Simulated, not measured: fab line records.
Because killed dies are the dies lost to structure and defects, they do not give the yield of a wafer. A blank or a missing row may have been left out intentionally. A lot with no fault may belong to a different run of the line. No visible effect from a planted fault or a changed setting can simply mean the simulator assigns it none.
fab line records || flow n5_finfet || part 2 of 2: steps 22 to 28 of 28
[record] {"lots": 5, "wafers": 15, "last_day": 18}
route steps=1938 shown BEOL_M3@953
lots with no fault: from the same line, run without faults
start_h: start of the lot's first displayed wafer, in hours after the record's first day || wait_h: how many hours have passed since the lot's step before this one || " as in the row above || L1.1+2: a single row standing in for several wafers || - no value, or no start given || * or withheld: withheld || < > ~ a bound
route shown NAME@n: names a module that has steps shown in the file, with the first one's number in the route || usual: mean/standard deviation of fault-free wafers || same: alike in all rows || chamber/n: place in a boat || sites: readings site by site || _std_site: their standard deviation || _edge_site: inner sites' mean taken away from outer sites' mean || radius_mm: how far each site lies from the wafer's centre || mask NAME#n: copy n || behind: the tool/chamber that last shaped the wafer || hold: what put the lot on hold/how long, in hours/how the hold closed || device: which transistor (n, p or np) failed to switch || end of line: the same wafers' tests at the end of the route || a step with no rows: only its recipe || killed: dies lost to structure and defects at the first sort, not the wafer's yield || map: a wafer's dies, x killed, . not, _ none there
set.NAME: setting as actually run; set.NAME@STEP: the setting as run at that earlier step || model.NAME: the simulator's own value behind a step, which no gauge read
a table for each step, a row for each wafer; lots at some steps of the route
services: the hour from which a tool's chamber was out of use, counted from the record's first day as start_h (under 0 if before that day), plus the number of hours and why
[[steps]]
[step N5_BEOL_M3_ETCH_70]
[recipe] {"chemistry": "N2/H2", "target": "SOC", "target_depth_a": 800, "overetch_a": 160, "mask_material": "SiARC", "temp_c": 40, "time_s": 120, "ion_energy_ev": 200, "pressure_mtorr": 30, "source_w": 840, "bias_w": 150, "n2_flow_sccm": 200, "h2_flow_sccm": 200}
[usual] {"drypump_motor_current_A": "5.6/0.47", "oes_product_au": "0.58/0.055", "rf_vpp_V": "523.8/2.1", "showerhead_plenum_p_Torr": "2.53/0.068", "throttle_valve_pct": "17.88/0.19"}
{"lot.wafer": "L080.1", "tool": "rie_diel-04", "chamber": 0, "start_h": 195.87, "wait_h": 0.0, "drypump_motor_current_A": 6.1, "oes_product_au": 0.56, "rf_hours_counter_h": 190, "rf_vpp_V": 522.9, "showerhead_plenum_p_Torr": 2.54, "throttle_valve_pct": 17.97}
{"lot.wafer": "L080.4", "tool": "rie_diel-04", "chamber": 2, "start_h": 195.87, "wait_h": 0.0, "drypump_motor_current_A": 6.6, "oes_product_au": 0.52, "rf_hours_counter_h": 237, "rf_vpp_V": 520.0, "showerhead_plenum_p_Torr": 2.41, "throttle_valve_pct": 17.99}
{"lot.wafer": "L080.5", "tool": "rie_diel-04", "chamber": 0, "start_h": 195.87, "wait_h": 0.0, "drypump_motor_current_A": 6.2, "oes_product_au": 0.56, "rf_hours_counter_h": "-", "rf_vpp_V": 523.0, "showerhead_plenum_p_Torr": 2.54, "throttle_valve_pct": 17.99}
{"lot.wafer": "L083.1", "tool": "rie_diel-05", "chamber": 3, "start_h": 208.94, "wait_h": 0.0, "drypump_motor_current_A": 5.8, "oes_product_au": 0.57, "rf_hours_counter_h": 170, "rf_vpp_V": 523.2, "showerhead_plenum_p_Torr": 2.54, "throttle_valve_pct": 18.10}
{"lot.wafer": "L083.3", "tool": "rie_diel-05", "chamber": 2, "start_h": 208.94, "wait_h": 0.0, "drypump_motor_current_A": 5.3, "oes_product_au": 0.56, "rf_hours_counter_h": 184, "rf_vpp_V": 524.8, "showerhead_plenum_p_Torr": 2.52, "throttle_valve_pct": 17.69}
{"lot.wafer": "L083.4", "tool": "rie_diel-05", "chamber": 1, "start_h": 208.94, "wait_h": 0.0, "drypump_motor_current_A": 5.6, "oes_product_au": 0.54, "rf_hours_counter_h": 197, "rf_vpp_V": 523.6, "showerhead_plenum_p_Torr": 2.54, "throttle_valve_pct": 18.03}
{"lot.wafer": "L087.1", "tool": "rie_diel-05", "chamber": 0, "start_h": 239.38, "wait_h": 0.0, "drypump_motor_current_A": 5.8, "oes_product_au": 0.55, "rf_hours_counter_h": 205, "rf_vpp_V": 525.1, "showerhead_plenum_p_Torr": 2.62, "throttle_valve_pct": 17.88}
{"lot.wafer": "L087.4", "tool": "rie_diel-05", "chamber": 1, "start_h": 239.38, "wait_h": 0.0, "drypump_motor_current_A": 5.6, "oes_product_au": 0.54, "rf_hours_counter_h": 206, "rf_vpp_V": 522.0, "showerhead_plenum_p_Torr": 2.53, "throttle_valve_pct": 18.01}
{"lot.wafer": "L087.6", "tool": "rie_diel-05", "chamber": 2, "start_h": 239.38, "wait_h": 0.0, "drypump_motor_current_A": 5.3, "oes_product_au": 0.55, "rf_hours_counter_h": "-", "rf_vpp_V": 523.6, "showerhead_plenum_p_Torr": 2.52, "throttle_valve_pct": 17.71}
{"lot.wafer": "L090.2", "tool": "rie_diel-03", "chamber": 2, "start_h": 261.75, "wait_h": 0.0, "drypump_motor_current_A": 5.1, "oes_product_au": 0.70, "rf_hours_counter_h": 17, "rf_vpp_V": 525.4, "showerhead_plenum_p_Torr": 2.59, "throttle_valve_pct": 17.35}
{"lot.wafer": "L090.5", "tool": "rie_diel-03", "chamber": 3, "start_h": 261.75, "wait_h": 0.0, "drypump_motor_current_A": 5.6, "oes_product_au": 0.56, "rf_hours_counter_h": "-", "rf_vpp_V": 526.8, "showerhead_plenum_p_Torr": 2.63, "throttle_valve_pct": 18.06}
{"lot.wafer": "L090.6", "tool": "rie_diel-03", "chamber": 0, "start_h": 261.75, "wait_h": 0.0, "drypump_motor_current_A": 5.5, "oes_product_au": 0.63, "rf_hours_counter_h": "-", "rf_vpp_V": 522.5, "showerhead_plenum_p_Torr": 2.47, "throttle_valve_pct": 17.85}
{"lot.wafer": "L096.1", "tool": "rie_diel-04", "chamber": 1, "start_h": 301.83, "wait_h": 0.0, "drypump_motor_current_A": 5.5, "oes_product_au": 0.58, "rf_hours_counter_h": 150, "rf_vpp_V": 522.5, "showerhead_plenum_p_Torr": 2.53, "throttle_valve_pct": 18.13}
{"lot.wafer": "L096.4", "tool": "rie_diel-04", "chamber": 1, "start_h": 301.83, "wait_h": 0.0, "drypump_motor_current_A": 5.5, "oes_product_au": 0.58, "rf_hours_counter_h": "-", "rf_vpp_V": 525.1, "showerhead_plenum_p_Torr": 2.53, "throttle_valve_pct": 18.14}
{"lot.wafer": "L096.5", "tool": "rie_diel-04", "chamber": 2, "start_h": 301.83, "wait_h": 0.0, "drypump_motor_current_A": 6.5, "oes_product_au": 0.72, "rf_hours_counter_h": "-", "rf_vpp_V": 529.1, "showerhead_plenum_p_Torr": 2.72, "throttle_valve_pct": 17.55}
[step N5_BEOL_M3_STRIP_71]
[recipe] {"chemistry": "N2/H2", "temp_c": 40, "n2_flow_sccm": 200, "h2_flow_sccm": 200, "rf_frequency_hz": 6e+07}
{"lot.wafer": "L080.1+4+5", "tool": "rie_diel-04", "chamber": "0,2,0", "start_h": 195.95, "wait_h": 0.0}
{"lot.wafer": "L083.1+3+4", "tool": "rie_diel-05", "chamber": "3,2,1", "start_h": 209.02, "wait_h": 0.0}
{"lot.wafer": "L087.1+4+6", "tool": "rie_diel-05", "chamber": "0,1,2", "start_h": 239.46, "wait_h": 0.0}
{"lot.wafer": "L090.2+5+6", "tool": "rie_diel-03", "chamber": "2,3,0", "start_h": 261.83, "wait_h": 0.0}
{"lot.wafer": "L096.1+4+5", "tool": "rie_diel-04", "chamber": "1,1,2", "start_h": 301.91, "wait_h": 0.0}
[step N5_BEOL_M3_STRIP_78]
[recipe] {"chemistry": "N2/H2", "temp_c": 40, "n2_flow_sccm": 200, "h2_flow_sccm": 200, "rf_frequency_hz": 6e+07}
{"lot.wafer": "L080.1+4+5", "tool": "rie_diel-04", "chamber": "0,2,0", "start_h": 195.96, "wait_h": 0.0}
{"lot.wafer": "L083.1+3+4", "tool": "rie_diel-05", "chamber": "3,2,1", "start_h": 209.03, "wait_h": 0.0}
{"lot.wafer": "L087.1+4+6", "tool": "rie_diel-05", "chamber": "0,1,2", "start_h": 239.47, "wait_h": 0.0}
{"lot.wafer": "L090.2+5+6", "tool": "rie_diel-03", "chamber": "2,3,0", "start_h": 261.84, "wait_h": 0.0}
{"lot.wafer": "L096.1+4+5", "tool": "rie_diel-04", "chamber": "1,1,2", "start_h": 301.92, "wait_h": 0.0}
[step N5_BEOL_M3_VIA_ETCH_34]
[recipe] {"chemistry": "C4F6/O2", "target_depth_a": 694, "mask_material": "SOC", "pressure_mtorr": 15, "ion_energy_ev": 250, "taper_deg": 4, "time_s": 65.9, "source_w": 350, "bias_w": 170, "Ar_flow_sccm": 300, "C4F6_flow_sccm": 10, "O2_flow_sccm": 10}
[usual] {"drypump_motor_current_A": "5.6/0.47", "oes_product_au": "0.76/0.075", "rf_vpp_V": "668/14", "showerhead_plenum_p_Torr": "2.84/0.073", "throttle_valve_pct": "30.88/0.15"}
{"lot.wafer": "L080.1", "tool": "rie_diel-04", "chamber": 0, "start_h": 195.97, "wait_h": 0.0, "drypump_motor_current_A": 6.2, "oes_product_au": 0.75, "rf_hours_counter_h": 190, "rf_vpp_V": 679, "showerhead_plenum_p_Torr": 2.84, "throttle_valve_pct": 30.97}
{"lot.wafer": "L080.4", "tool": "rie_diel-04", "chamber": 2, "start_h": 195.97, "wait_h": 0.0, "drypump_motor_current_A": 6.5, "oes_product_au": 0.69, "rf_hours_counter_h": 237, "rf_vpp_V": 669, "showerhead_plenum_p_Torr": 2.70, "throttle_valve_pct": 30.96}
{"lot.wafer": "L080.5", "tool": "rie_diel-04", "chamber": 0, "start_h": 195.97, "wait_h": 0.0, "drypump_motor_current_A": 6.1, "oes_product_au": 0.74, "rf_hours_counter_h": "-", "rf_vpp_V": 678, "showerhead_plenum_p_Torr": 2.84, "throttle_valve_pct": 30.98}
{"lot.wafer": "L083.1", "tool": "rie_diel-05", "chamber": 3, "start_h": 209.04, "wait_h": 0.0, "drypump_motor_current_A": 5.8, "oes_product_au": 0.74, "rf_hours_counter_h": 170, "rf_vpp_V": 675, "showerhead_plenum_p_Torr": 2.82, "throttle_valve_pct": 30.65}
{"lot.wafer": "L083.3", "tool": "rie_diel-05", "chamber": 2, "start_h": 209.04, "wait_h": 0.0, "drypump_motor_current_A": 5.2, "oes_product_au": 0.72, "rf_hours_counter_h": 184, "rf_vpp_V": 649, "showerhead_plenum_p_Torr": 2.83, "throttle_valve_pct": 30.68}
{"lot.wafer": "L083.4", "tool": "rie_diel-05", "chamber": 1, "start_h": 209.04, "wait_h": 0.0, "drypump_motor_current_A": 5.6, "oes_product_au": 0.69, "rf_hours_counter_h": 197, "rf_vpp_V": 654, "showerhead_plenum_p_Torr": 2.80, "throttle_valve_pct": 30.63}
{"lot.wafer": "L087.1", "tool": "rie_diel-05", "chamber": 0, "start_h": 239.48, "wait_h": 0.0, "drypump_motor_current_A": 5.8, "oes_product_au": 0.71, "rf_hours_counter_h": 205, "rf_vpp_V": 672, "showerhead_plenum_p_Torr": 2.92, "throttle_valve_pct": 30.70}
{"lot.wafer": "L087.4", "tool": "rie_diel-05", "chamber": 1, "start_h": 239.48, "wait_h": 0.0, "drypump_motor_current_A": 5.5, "oes_product_au": 0.68, "rf_hours_counter_h": 206, "rf_vpp_V": 657, "showerhead_plenum_p_Torr": 2.80, "throttle_valve_pct": 30.65}
{"lot.wafer": "L087.6", "tool": "rie_diel-05", "chamber": 2, "start_h": 239.48, "wait_h": 0.0, "drypump_motor_current_A": 5.2, "oes_product_au": 0.71, "rf_hours_counter_h": "-", "rf_vpp_V": 646, "showerhead_plenum_p_Torr": 2.83, "throttle_valve_pct": 30.70}
{"lot.wafer": "L090.2", "tool": "rie_diel-03", "chamber": 2, "start_h": 261.85, "wait_h": 0.0, "drypump_motor_current_A": 5.1, "oes_product_au": 0.94, "rf_hours_counter_h": 17, "rf_vpp_V": 669, "showerhead_plenum_p_Torr": 2.91, "throttle_valve_pct": 30.62}
{"lot.wafer": "L090.5", "tool": "rie_diel-03", "chamber": 3, "start_h": 261.85, "wait_h": 0.0, "drypump_motor_current_A": 5.6, "oes_product_au": 0.75, "rf_hours_counter_h": "-", "rf_vpp_V": 689, "showerhead_plenum_p_Torr": 2.94, "throttle_valve_pct": 31.03}
{"lot.wafer": "L090.6", "tool": "rie_diel-03", "chamber": 0, "start_h": 261.85, "wait_h": 0.0, "drypump_motor_current_A": 5.5, "oes_product_au": 0.83, "rf_hours_counter_h": "-", "rf_vpp_V": 661, "showerhead_plenum_p_Torr": 2.76, "throttle_valve_pct": 30.91}
{"lot.wafer": "L096.1", "tool": "rie_diel-04", "chamber": 1, "start_h": 301.93, "wait_h": 0.0, "drypump_motor_current_A": 5.5, "oes_product_au": 0.73, "rf_hours_counter_h": 150, "rf_vpp_V": 649, "showerhead_plenum_p_Torr": 2.83, "throttle_valve_pct": 31.04}
{"lot.wafer": "L096.4", "tool": "rie_diel-04", "chamber": 1, "start_h": 301.93, "wait_h": 0.0, "drypump_motor_current_A": 5.5, "oes_product_au": 0.73, "rf_hours_counter_h": "-", "rf_vpp_V": 645, "showerhead_plenum_p_Torr": 2.83, "throttle_valve_pct": 31.04}
{"lot.wafer": "L096.5", "tool": "rie_diel-04", "chamber": 2, "start_h": 301.93, "wait_h": 0.0, "drypump_motor_current_A": 6.6, "oes_product_au": 0.95, "rf_hours_counter_h": "-", "rf_vpp_V": 680, "showerhead_plenum_p_Torr": 3.04, "throttle_valve_pct": 30.54}
[step N5_BEOL_M3_STRIP_83]
[recipe] {"chemistry": "C4F6/O2", "resist": "SiARC", "rf_frequency_hz": 6e+07}
{"lot.wafer": "L080.1+4+5", "tool": "rie_diel-04", "chamber": "0,2,0", "start_h": 196.02, "wait_h": 0.0}
{"lot.wafer": "L083.1+3+4", "tool": "rie_diel-05", "chamber": "3,2,1", "start_h": 209.09, "wait_h": 0.0}
{"lot.wafer": "L087.1+4+6", "tool": "rie_diel-05", "chamber": "0,1,2", "start_h": 239.53, "wait_h": 0.0}
{"lot.wafer": "L090.2+5+6", "tool": "rie_diel-03", "chamber": "2,3,0", "start_h": 261.90, "wait_h": 0.0}
{"lot.wafer": "L096.1+4+5", "tool": "rie_diel-04", "chamber": "1,1,2", "start_h": 301.98, "wait_h": 0.0}
[step N5_BEOL_M3_STRIP_36]
[recipe] {"chemistry": "N2/H2", "power_w": 450, "temp_c": 40, "pressure_mtorr": 20, "rf_frequency_hz": 6e+07, "overash_fraction": 0.3, "bias_power_w": 7, "h2_frac": 0.5, "n2_flow_sccm": 200, "h2_flow_sccm": 200}
[usual] {"drypump_motor_current_A": "5.6/0.47", "oes_product_au": "0.76/0.077", "rf_vpp_V": "59.1/1.6", "showerhead_plenum_p_Torr": "2.53/0.068", "throttle_valve_pct": "23.72/0.23"}
{"lot.wafer": "L080.1", "tool": "rie_diel-04", "chamber": 0, "start_h": 196.03, "wait_h": 0.0, "drypump_motor_current_A": 6.2, "oes_product_au": 0.72, "rf_hours_counter_h": 190, "rf_vpp_V": 61.5, "showerhead_plenum_p_Torr": 2.53, "throttle_valve_pct": 23.95}
{"lot.wafer": "L080.4", "tool": "rie_diel-04", "chamber": 2, "start_h": 196.03, "wait_h": 0.0, "drypump_motor_current_A": 6.5, "oes_product_au": 0.68, "rf_hours_counter_h": 237, "rf_vpp_V": 57.1, "showerhead_plenum_p_Torr": 2.40, "throttle_valve_pct": 24.02}
{"lot.wafer": "L080.5", "tool": "rie_diel-04", "chamber": 0, "start_h": 196.03, "wait_h": 0.0, "drypump_motor_current_A": 6.2, "oes_product_au": 0.73, "rf_hours_counter_h": "-", "rf_vpp_V": 60.1, "showerhead_plenum_p_Torr": 2.53, "throttle_valve_pct": 23.98}
{"lot.wafer": "L083.1", "tool": "rie_diel-05", "chamber": 3, "start_h": 209.10, "wait_h": 0.0, "drypump_motor_current_A": 5.8, "oes_product_au": 0.74, "rf_hours_counter_h": 170, "rf_vpp_V": 58.0, "showerhead_plenum_p_Torr": 2.54, "throttle_valve_pct": 24.03}
{"lot.wafer": "L083.3", "tool": "rie_diel-05", "chamber": 2, "start_h": 209.10, "wait_h": 0.0, "drypump_motor_current_A": 5.3, "oes_product_au": 0.72, "rf_hours_counter_h": 184, "rf_vpp_V": 58.4, "showerhead_plenum_p_Torr": 2.52, "throttle_valve_pct": 23.50}
{"lot.wafer": "L083.4", "tool": "rie_diel-05", "chamber": 1, "start_h": 209.10, "wait_h": 0.0, "drypump_motor_current_A": 5.6, "oes_product_au": 0.71, "rf_hours_counter_h": 197, "rf_vpp_V": 58.1, "showerhead_plenum_p_Torr": 2.53, "throttle_valve_pct": 23.78}
{"lot.wafer": "L087.1", "tool": "rie_diel-05", "chamber": 0, "start_h": 239.54, "wait_h": 0.0, "drypump_motor_current_A": 5.8, "oes_product_au": 0.72, "rf_hours_counter_h": 205, "rf_vpp_V": 58.3, "showerhead_plenum_p_Torr": 2.61, "throttle_valve_pct": 23.56}
{"lot.wafer": "L087.4", "tool": "rie_diel-05", "chamber": 1, "start_h": 239.54, "wait_h": 0.0, "drypump_motor_current_A": 5.7, "oes_product_au": 0.68, "rf_hours_counter_h": 206, "rf_vpp_V": 59.0, "showerhead_plenum_p_Torr": 2.53, "throttle_valve_pct": 23.78}
{"lot.wafer": "L087.6", "tool": "rie_diel-05", "chamber": 2, "start_h": 239.54, "wait_h": 0.0, "drypump_motor_current_A": 5.3, "oes_product_au": 0.70, "rf_hours_counter_h": "-", "rf_vpp_V": 60.2, "showerhead_plenum_p_Torr": 2.51, "throttle_valve_pct": 23.48}
{"lot.wafer": "L090.2", "tool": "rie_diel-03", "chamber": 2, "start_h": 261.91, "wait_h": 0.0, "drypump_motor_current_A": 5.1, "oes_product_au": 0.94, "rf_hours_counter_h": 17, "rf_vpp_V": 57.8, "showerhead_plenum_p_Torr": 2.58, "throttle_valve_pct": 23.21}
{"lot.wafer": "L090.5", "tool": "rie_diel-03", "chamber": 3, "start_h": 261.91, "wait_h": 0.0, "drypump_motor_current_A": 5.6, "oes_product_au": 0.73, "rf_hours_counter_h": "-", "rf_vpp_V": 57.9, "showerhead_plenum_p_Torr": 2.63, "throttle_valve_pct": 23.68}
{"lot.wafer": "L090.6", "tool": "rie_diel-03", "chamber": 0, "start_h": 261.91, "wait_h": 0.0, "drypump_motor_current_A": 5.5, "oes_product_au": 0.84, "rf_hours_counter_h": "-", "rf_vpp_V": 58.2, "showerhead_plenum_p_Torr": 2.46, "throttle_valve_pct": 23.82}
{"lot.wafer": "L096.1", "tool": "rie_diel-04", "chamber": 1, "start_h": 301.99, "wait_h": 0.0, "drypump_motor_current_A": 5.5, "oes_product_au": 0.74, "rf_hours_counter_h": 150, "rf_vpp_V": 54.7, "showerhead_plenum_p_Torr": 2.53, "throttle_valve_pct": 23.97}
{"lot.wafer": "L096.4", "tool": "rie_diel-04", "chamber": 1, "start_h": 301.99, "wait_h": 0.0, "drypump_motor_current_A": 5.5, "oes_product_au": 0.75, "rf_hours_counter_h": "-", "rf_vpp_V": 58.2, "showerhead_plenum_p_Torr": 2.53, "throttle_valve_pct": 23.94}
{"lot.wafer": "L096.5", "tool": "rie_diel-04", "chamber": 2, "start_h": 301.99, "wait_h": 0.0, "drypump_motor_current_A": 6.6, "oes_product_au": 0.96, "rf_hours_counter_h": "-", "rf_vpp_V": 59.9, "showerhead_plenum_p_Torr": 2.71, "throttle_valve_pct": 23.60}
[step N5_BEOL_M3_TRENCH_ETCH_37]
[recipe] {"chemistry": "C4F6/O2", "target_depth_a": 555.55, "target": "SiOC", "time_s": 29.2, "ion_energy_ev": 250, "pressure_mtorr": 30, "source_w": 355, "bias_w": 185, "Ar_flow_sccm": 300, "C4F6_flow_sccm": 10, "O2_flow_sccm": 10}
[usual] {"drypump_motor_current_A": "5.6/0.47", "oes_product_au": "0.76/0.075", "rf_vpp_V": "668/14", "showerhead_plenum_p_Torr": "2.84/0.073", "throttle_valve_pct": "20.94/0.18"}
{"lot.wafer": "L080.1", "tool": "rie_diel-04", "chamber": 0, "start_h": "-", "wait_h": "-", "drypump_motor_current_A": 6.2, "oes_product_au": 0.74, "rf_hours_counter_h": 190, "rf_vpp_V": 679, "showerhead_plenum_p_Torr": 2.84, "throttle_valve_pct": 20.98}
{"lot.wafer": "L080.4", "tool": "rie_diel-04", "chamber": 2, "start_h": "-", "wait_h": "-", "drypump_motor_current_A": 6.5, "oes_product_au": 0.70, "rf_hours_counter_h": 237, "rf_vpp_V": 668, "showerhead_plenum_p_Torr": 2.71, "throttle_valve_pct": 20.91}
{"lot.wafer": "L080.5", "tool": "rie_diel-04", "chamber": 0, "start_h": "-", "wait_h": "-", "drypump_motor_current_A": 6.2, "oes_product_au": 0.74, "rf_hours_counter_h": "-", "rf_vpp_V": 678, "showerhead_plenum_p_Torr": 2.84, "throttle_valve_pct": 20.97}
{"lot.wafer": "L083.1", "tool": "rie_diel-05", "chamber": 3, "start_h": "-", "wait_h": "-", "drypump_motor_current_A": 5.9, "oes_product_au": 0.74, "rf_hours_counter_h": 170, "rf_vpp_V": 677, "showerhead_plenum_p_Torr": 2.82, "throttle_valve_pct": 20.88}
{"lot.wafer": "L083.3", "tool": "rie_diel-05", "chamber": 2, "start_h": "-", "wait_h": "-", "drypump_motor_current_A": 5.3, "oes_product_au": 0.72, "rf_hours_counter_h": 184, "rf_vpp_V": 648, "showerhead_plenum_p_Torr": 2.83, "throttle_valve_pct": 20.76}
{"lot.wafer": "L083.4", "tool": "rie_diel-05", "chamber": 1, "start_h": "-", "wait_h": "-", "drypump_motor_current_A": 5.6, "oes_product_au": 0.69, "rf_hours_counter_h": 197, "rf_vpp_V": 656, "showerhead_plenum_p_Torr": 2.81, "throttle_valve_pct": 20.86}
{"lot.wafer": "L087.1", "tool": "rie_diel-05", "chamber": 0, "start_h": "-", "wait_h": "-", "drypump_motor_current_A": 5.8, "oes_product_au": 0.71, "rf_hours_counter_h": 205, "rf_vpp_V": 674, "showerhead_plenum_p_Torr": 2.93, "throttle_valve_pct": 20.96}
{"lot.wafer": "L087.4", "tool": "rie_diel-05", "chamber": 1, "start_h": "-", "wait_h": "-", "drypump_motor_current_A": 5.6, "oes_product_au": 0.68, "rf_hours_counter_h": 206, "rf_vpp_V": 658, "showerhead_plenum_p_Torr": 2.80, "throttle_valve_pct": 20.89}
{"lot.wafer": "L087.6", "tool": "rie_diel-05", "chamber": 2, "start_h": "-", "wait_h": "-", "drypump_motor_current_A": 5.2, "oes_product_au": 0.71, "rf_hours_counter_h": "-", "rf_vpp_V": 647, "showerhead_plenum_p_Torr": 2.83, "throttle_valve_pct": 20.79}
{"lot.wafer": "L090.2", "tool": "rie_diel-03", "chamber": 2, "start_h": "-", "wait_h": "-", "drypump_motor_current_A": 5.1, "oes_product_au": 0.93, "rf_hours_counter_h": 17, "rf_vpp_V": 670, "showerhead_plenum_p_Torr": 2.91, "throttle_valve_pct": 20.55}
{"lot.wafer": "L090.5", "tool": "rie_diel-03", "chamber": 3, "start_h": "-", "wait_h": "-", "drypump_motor_current_A": 5.6, "oes_product_au": 0.75, "rf_hours_counter_h": "-", "rf_vpp_V": 688, "showerhead_plenum_p_Torr": 2.95, "throttle_valve_pct": 21.24}
{"lot.wafer": "L090.6", "tool": "rie_diel-03", "chamber": 0, "start_h": "-", "wait_h": "-", "drypump_motor_current_A": 5.5, "oes_product_au": 0.83, "rf_hours_counter_h": "-", "rf_vpp_V": 662, "showerhead_plenum_p_Torr": 2.77, "throttle_valve_pct": 20.87}
{"lot.wafer": "L096.1", "tool": "rie_diel-04", "chamber": 1, "start_h": "-", "wait_h": "-", "drypump_motor_current_A": 5.6, "oes_product_au": 0.75, "rf_hours_counter_h": 150, "rf_vpp_V": 646, "showerhead_plenum_p_Torr": 2.84, "throttle_valve_pct": 21.18}
{"lot.wafer": "L096.4", "tool": "rie_diel-04", "chamber": 1, "start_h": "-", "wait_h": "-", "drypump_motor_current_A": 5.5, "oes_product_au": 0.74, "rf_hours_counter_h": "-", "rf_vpp_V": 646, "showerhead_plenum_p_Torr": 2.84, "throttle_valve_pct": 21.18}
{"lot.wafer": "L096.5", "tool": "rie_diel-04", "chamber": 2, "start_h": "-", "wait_h": "-", "drypump_motor_current_A": 6.5, "oes_product_au": 0.95, "rf_hours_counter_h": "-", "rf_vpp_V": 681, "showerhead_plenum_p_Torr": 3.04, "throttle_valve_pct": 20.53}
[[services]]
{"tool": "euv_scanner-02", "chamber": "-", "start_h": 171.62, "hours": 4.6, "kind": "pm"}
{"tool": "euv_scanner-01", "chamber": "-", "start_h": 176.23, "hours": 5.8, "kind": "pm"}
{"tool": "ald_sin-01", "chamber": "-", "start_h": 176.75, "hours": 14.0, "kind": "pm"}
{"tool": "euv_scanner-02", "chamber": "-", "start_h": 187.13, "hours": 0.9, "kind": "repair"}
{"tool": "rie_diel-03", "chamber": 1, "start_h": 194.09, "hours": 2.4, "kind": "repair"}
{"tool": "euv_scanner-01", "chamber": "-", "start_h": 207.90, "hours": 1.0, "kind": "pm"}
{"tool": "euv_scanner-02", "chamber": "-", "start_h": 221.79, "hours": 1.0, "kind": "pm"}
{"tool": "ald_sin-04", "chamber": 1, "start_h": 232.00, "hours": 10.4, "kind": "repair"}
{"tool": "euv_scanner-02", "chamber": "-", "start_h": 236.83, "hours": 17.3, "kind": "pm"}
{"tool": "ald_sin-03", "chamber": "-", "start_h": 237.07, "hours": 0.9, "kind": "repair"}
{"tool": "rie_diel-03", "chamber": 1, "start_h": 238.76, "hours": 4.5, "kind": "repair"}
{"tool": "ald_sin-04", "chamber": 3, "start_h": 238.99, "hours": 12.5, "kind": "repair"}
{"tool": "ald_sin-04", "chamber": 3, "start_h": 253.67, "hours": 21.0, "kind": "repair"}
{"tool": "ald_sin-04", "chamber": 1, "start_h": 254.91, "hours": 9.0, "kind": "repair"}
{"tool": "euv_scanner-02", "chamber": "-", "start_h": 256.61, "hours": 4.8, "kind": "repair"}
{"tool": "euv_scanner-01", "chamber": "-", "start_h": 264.05, "hours": 1.0, "kind": "pm"}
{"tool": "ald_sin-03", "chamber": 2, "start_h": 275.70, "hours": 5.3, "kind": "repair"}
{"tool": "euv_scanner-01", "chamber": "-", "start_h": 277.59, "hours": 4.6, "kind": "pm"}
{"tool": "euv_scanner-02", "chamber": "-", "start_h": 282.19, "hours": 1.0, "kind": "pm"}
{"tool": "rie_diel-04", "chamber": 3, "start_h": 285.00, "hours": 27.2, "kind": "repair"}
{"tool": "euv_scanner-01", "chamber": "-", "start_h": 288.82, "hours": 0.5, "kind": "repair"}
{"tool": "rie_metal-02", "chamber": 1, "start_h": 294.58, "hours": 2.0, "kind": "repair"}
{"tool": "rie_metal-02", "chamber": "-", "start_h": 299.12, "hours": 14.6, "kind": "pm"}
{"tool": "euv_scanner-01", "chamber": "-", "start_h": 301.69, "hours": 1.3, "kind": "repair"}
